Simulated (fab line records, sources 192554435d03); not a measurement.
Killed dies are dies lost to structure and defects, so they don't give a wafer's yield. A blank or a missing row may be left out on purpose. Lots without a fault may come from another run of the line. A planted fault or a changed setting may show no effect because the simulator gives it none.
Split-lot experiment | flow n5_finfet | 7 lots, 39 wafers read, on a route of 1938 steps

THE SPLIT
At N5_BEOL_M6_HM_DEP_02 (deposits TiN, target thk 20 nm), the setting target_thk_a was moved away from the recipe's 200 angstrom on 6 of the 39 wafers read, by +23.4% to +47.1%. The other wafers ran this setting at the recipe's value.

FROM THE SPLIT TO THE READING: what the file shows between them, 4 steps
- N5_BEOL_M6_COAT_59: time 60 s, resist thk 100 nm
- N5_BEOL_M6_COAT_60: time 60 s, resist thk 35 nm
- N5_BEOL_M6_STRIP_68: strips in N2/H2
- N5_BEOL_M6_STRIP_67: strips in CF4

THE READING
etch.depth_nm (the simulator's own value, which no gauge read), in nm, at N5_BEOL_M6_HM_OPEN_17 (chemistry Cl2/BCl3, target TiN, target depth 20 nm, overetch 6 nm). The file gives no usual value for it. The 33 wafers here that ran the recipe average 19.96 nm, standard deviation 0.24 nm.

wafer  | tool, chamber at the split | target_thk_a as run, angstrom | against the recipe | etch.depth_nm, nm | against lot-mates on the recipe
L076.1 | pvd_sputter-02, -          | 200                           | recipe             | 20.01             | -
L076.2 | pvd_sputter-02, -          | 200                           | recipe             | 19.89             | -
L076.3 | pvd_sputter-02, -          | 200                           | recipe             | 20.02             | -
L076.5 | pvd_sputter-02, -          | 200                           | recipe             | 20.02             | -
L076.4 | pvd_sputter-02, -          | 200                           | recipe             | 19.95             | -
L076.6 | pvd_sputter-02, -          | 200                           | recipe             | 20.06             | -
L077.1 | pvd_sputter-01, -          | 200                           | recipe             | 19.99             | -
L077.2 | pvd_sputter-01, -          | 200                           | recipe             | 19.91             | -
L077.3 | pvd_sputter-01, -          | 200                           | recipe             | 20.06             | -
L077.4 | pvd_sputter-01, -          | 200                           | recipe             | 20.01             | -
L077.5 | pvd_sputter-01, -          | 200                           | recipe             | 20.03             | -
L077.6 | pvd_sputter-01, -          | 200                           | recipe             | 19.9              | -
L080.1 | pvd_sputter-03, -          | 200                           | recipe             | 19.75             | -
L080.2 | pvd_sputter-03, -          | 200                           | recipe             | 19.51             | -
L080.3 | pvd_sputter-03, -          | 200                           | recipe             | 19.58             | -
L080.4 | pvd_sputter-03, -          | 200                           | recipe             | 19.48             | -
L080.5 | pvd_sputter-03, -          | 200                           | recipe             | 19.56             | -
L080.6 | pvd_sputter-03, -          | 200                           | recipe             | 19.49             | -
L079.2 | pvd_sputter-02, -          | 200                           | recipe             | 20.1              | -
L079.3 | pvd_sputter-02, -          | 200                           | recipe             | 20.13             | -
L079.5 | pvd_sputter-02, -          | 200                           | recipe             | 20.3              | -
L082.1 | pvd_sputter-01, -          | 200                           | recipe             | 19.89             | -
L082.2 | pvd_sputter-01, -          | 200                           | recipe             | 19.9              | -
L082.5 | pvd_sputter-01, -          | 200                           | recipe             | 19.9              | -
L082.6 | pvd_sputter-01, -          | 200                           | recipe             | 19.9              | -
L082.3 | pvd_sputter-01, -          | 200                           | recipe             | 19.85             | -
L082.4 | pvd_sputter-01, -          | 200                           | recipe             | 19.91             | -
L083.1 | pvd_sputter-02, -          | 200                           | recipe             | 20.36             | -
L083.2 | pvd_sputter-02, -          | 294.1                         | +47.1%             | 26.2              | +5.94
L083.3 | pvd_sputter-02, -          | 294.1                         | +47.1%             | 25.9              | +5.64
L083.4 | pvd_sputter-02, -          | 200                           | recipe             | 20.32             | -
L083.5 | pvd_sputter-02, -          | 294.1                         | +47.1%             | 26.08             | +5.82
L083.6 | pvd_sputter-02, -          | 200                           | recipe             | 20.1              | -
L097.1 | pvd_sputter-02, -          | 246.7                         | +23.4%             | 24.83             | +4.53
L097.2 | pvd_sputter-02, -          | 200                           | recipe             | 20.31             | -
L097.3 | pvd_sputter-02, -          | 200                           | recipe             | 20.14             | -
L097.4 | pvd_sputter-02, -          | 246.7                         | +23.4%             | 25.12             | +4.82
L097.5 | pvd_sputter-02, -          | 200                           | recipe             | 20.46             | -
L097.6 | pvd_sputter-02, -          | 246.7                         | +23.4%             | 24.91             | +4.61

THE FIT
A straight line over all 39 wafers: etch.depth_nm changes by +0.144 nm for each +1% of target_thk_a; r = +0.96; the points scatter about the line by 0.55 nm.
The same after taking each lot's own level away (the mean of its wafers on the recipe; 39 wafers): +0.137 nm for each +1%; r = +0.97; scatter 0.46 nm.
On that fit, the largest move of target_thk_a shifts the reading by 6.4 nm.
The lots' own levels span 19.562 to 20.303 nm, that is 3.0 times the standard deviation above.
So the lot-to-lot level changes the slope little: the two slopes agree.
Check: with one of the wafers moved furthest among these (+47.1%) left out of the fit, the line predicts +6.7 nm for it against its lot-mates. It came out at +5.94 nm against them.

OTHER SPLITS ON THESE WAFERS
These wafers also went through other splits before the reading. Each is held against what the fit with the lots' levels taken away leaves over:
other split on the same wafers | wafers away from the commonest value | r with etch.depth_nm (lot level and that fit taken away)
N5_BEOL_M5_ILD_DEP_00 time_s   | 12                                   | +0.06

THE WHOLE CHAIN: every reading that the file lists as answering this split, in the file's order
step                  | what it does                                                      | reading                                                                          | change (the file's fit)               | r (the file's)
N5_BEOL_M6_HM_DEP_02  | deposits TiN, target thk 20 nm                                    | TiN_of_BEOL_M6_HM_DEP_02.thk_nm (the simulator's own value, which no gauge read) | +0.196 nm for each +1% of the setting | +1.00
N5_BEOL_M6_HM_OPEN_17 | chemistry Cl2/BCl3, target TiN, target depth 20 nm, overetch 6 nm | etch.depth_nm (the simulator's own value, which no gauge read)                   | +0.138 nm for each +1% of the setting | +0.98

THE FILE'S OWN FIT
etch.depth_nm changes by +0.138 nm for each +1% of target_thk_a, r = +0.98.
